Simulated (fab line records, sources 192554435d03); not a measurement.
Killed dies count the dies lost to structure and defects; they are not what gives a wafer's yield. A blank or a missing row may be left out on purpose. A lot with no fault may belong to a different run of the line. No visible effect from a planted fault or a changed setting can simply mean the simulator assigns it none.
Lot-split experiment / flow n5Finfet / on a route of 1938 steps: 7 lots, 21 wafers read

== ABOUT THE SPLIT ==
At N5_BEOL_M7_VIA_ETCH_34 (etches SiCOH lowk in C4F6/O2, target depth 125.5 nm, time 50.5 s), the setting timeS was moved away from the recipe's 50.5 s on 7 of the 21 wafers read, by -11.1% to +17.3%. This setting was run at the recipe's value on the other wafers.

The reading is taken at the split's own step.

== THE READING ==
SOC_of_BEOL_M7_COAT_63.thkNm (the simulator's own value, which no gauge read), in nm, at N5_BEOL_M7_VIA_ETCH_34 (etches SiCOH lowk in C4F6/O2, target depth 125.5 nm, time 50.5 s). There is no usual value for it anywhere in the file. Average 54.0 nm, standard deviation 0.19 nm, over the 14 wafers here run with the recipe.

wafer=L077.2; tool, chamber at the split=rieDiel-06, 1; timeS as run, s=59.26; against the recipe=+17.3%; SOC_of_BEOL_M7_COAT_63.thkNm, nm=52.8; against lot-mates on the recipe=-0.8
wafer=L077.4; tool, chamber at the split=rieDiel-06, 0; timeS as run, s=59.26; against the recipe=+17.3%; SOC_of_BEOL_M7_COAT_63.thkNm, nm=52.8; against lot-mates on the recipe=-0.8
wafer=L077.6; tool, chamber at the split=rieDiel-06, 2; timeS as run, s=50.5; against the recipe=recipe; SOC_of_BEOL_M7_COAT_63.thkNm, nm=53.6; against lot-mates on the recipe=-
wafer=L081.2; tool, chamber at the split=rieDiel-02, 3; timeS as run, s=50.5; against the recipe=recipe; SOC_of_BEOL_M7_COAT_63.thkNm, nm=54; against lot-mates on the recipe=-
wafer=L081.5; tool, chamber at the split=rieDiel-02, 0; timeS as run, s=50.5; against the recipe=recipe; SOC_of_BEOL_M7_COAT_63.thkNm, nm=54; against lot-mates on the recipe=-
wafer=L081.6; tool, chamber at the split=rieDiel-02, 1; timeS as run, s=50.5; against the recipe=recipe; SOC_of_BEOL_M7_COAT_63.thkNm, nm=54; against lot-mates on the recipe=-
wafer=L082.4; tool, chamber at the split=rieDiel-06, 3; timeS as run, s=58.1; against the recipe=+15.0%; SOC_of_BEOL_M7_COAT_63.thkNm, nm=53.2; against lot-mates on the recipe=-1.0
wafer=L082.5; tool, chamber at the split=rieDiel-06, 3; timeS as run, s=50.5; against the recipe=recipe; SOC_of_BEOL_M7_COAT_63.thkNm, nm=54.2; against lot-mates on the recipe=-
wafer=L082.6; tool, chamber at the split=rieDiel-06, 0; timeS as run, s=58.1; against the recipe=+15.0%; SOC_of_BEOL_M7_COAT_63.thkNm, nm=53.4; against lot-mates on the recipe=-0.8
wafer=L087.1; tool, chamber at the split=rieDiel-02, 0; timeS as run, s=50.5; against the recipe=recipe; SOC_of_BEOL_M7_COAT_63.thkNm, nm=53.6; against lot-mates on the recipe=-
wafer=L087.4; tool, chamber at the split=rieDiel-02, 2; timeS as run, s=50.5; against the recipe=recipe; SOC_of_BEOL_M7_COAT_63.thkNm, nm=54.2; against lot-mates on the recipe=-
wafer=L087.6; tool, chamber at the split=rieDiel-02, 1; timeS as run, s=50.5; against the recipe=recipe; SOC_of_BEOL_M7_COAT_63.thkNm, nm=54; against lot-mates on the recipe=-
wafer=L086.1; tool, chamber at the split=rieDiel-06, 1; timeS as run, s=50.5; against the recipe=recipe; SOC_of_BEOL_M7_COAT_63.thkNm, nm=54.2; against lot-mates on the recipe=-
wafer=L086.3; tool, chamber at the split=rieDiel-06, 3; timeS as run, s=50.5; against the recipe=recipe; SOC_of_BEOL_M7_COAT_63.thkNm, nm=54; against lot-mates on the recipe=-
wafer=L086.6; tool, chamber at the split=rieDiel-06, 1; timeS as run, s=50.5; against the recipe=recipe; SOC_of_BEOL_M7_COAT_63.thkNm, nm=54.2; against lot-mates on the recipe=-
wafer=L090.2; tool, chamber at the split=rieDiel-06, 0; timeS as run, s=50.5; against the recipe=recipe; SOC_of_BEOL_M7_COAT_63.thkNm, nm=54.2; against lot-mates on the recipe=-
wafer=L090.3; tool, chamber at the split=rieDiel-06, 2; timeS as run, s=44.88; against the recipe=-11.1%; SOC_of_BEOL_M7_COAT_63.thkNm, nm=54.8; against lot-mates on the recipe=+0.6
wafer=L090.6; tool, chamber at the split=rieDiel-06, 0; timeS as run, s=44.88; against the recipe=-11.1%; SOC_of_BEOL_M7_COAT_63.thkNm, nm=55; against lot-mates on the recipe=+0.8
wafer=L095.1; tool, chamber at the split=rieDiel-06, 2; timeS as run, s=44.99; against the recipe=-10.9%; SOC_of_BEOL_M7_COAT_63.thkNm, nm=54.6; against lot-mates on the recipe=+0.6
wafer=L095.3; tool, chamber at the split=rieDiel-06, 1; timeS as run, s=50.5; against the recipe=recipe; SOC_of_BEOL_M7_COAT_63.thkNm, nm=54; against lot-mates on the recipe=-
wafer=L095.4; tool, chamber at the split=rieDiel-06, 0; timeS as run, s=50.5; against the recipe=recipe; SOC_of_BEOL_M7_COAT_63.thkNm, nm=54; against lot-mates on the recipe=-

THE FIT
A straight line over all 21 wafers: SOC_of_BEOL_M7_COAT_63.thkNm changes by -0.0637 nm for each +1% of timeS; r = -0.94; the points scatter about the line by 0.2 nm.
The same after taking each lot's own level away (the mean of its wafers on the recipe; 21 wafers): -0.0545 nm for each +1%; r = -0.96; scatter 0.13 nm.
According to that fit, moving timeS by its largest amount changes the reading by 0.95 nm.
The lots' own levels span 53.60 to 54.20 nm, that is 3.1 times the standard deviation above.
So the slope is not independent of the lot-to-lot level: the two fits are not the same.
Check: for one of the wafers moved furthest among these (+17.3%), held out of the fit, the line's prediction against its lot-mates is -0.969 nm. Against them it came out at -0.8 nm.

== THE WHOLE CHAIN: every reading that the file lists as answering this split, in the file's order ==
step=N5_BEOL_M7_VIA_ETCH_34; what it does=etches SiCOH lowk in C4F6/O2, target depth 125.5 nm, time 50.5 s; reading=etch.depthNm (the simulator's own value, which no gauge read); change (the file's fit)=+1.19 nm for each +1% of the setting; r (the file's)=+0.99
step=N5_BEOL_M7_VIA_ETCH_34; what it does=etches SiCOH lowk in C4F6/O2, target depth 125.5 nm, time 50.5 s; reading=SOC_of_BEOL_M7_COAT_63.thkNm (the simulator's own value, which no gauge read); change (the file's fit)=-0.0542 nm for each +1% of the setting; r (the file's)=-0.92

== FILE'S OWN FIT ==
SOC_of_BEOL_M7_COAT_63.thkNm changes by -0.0542 nm for each +1% of timeS, r = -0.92.
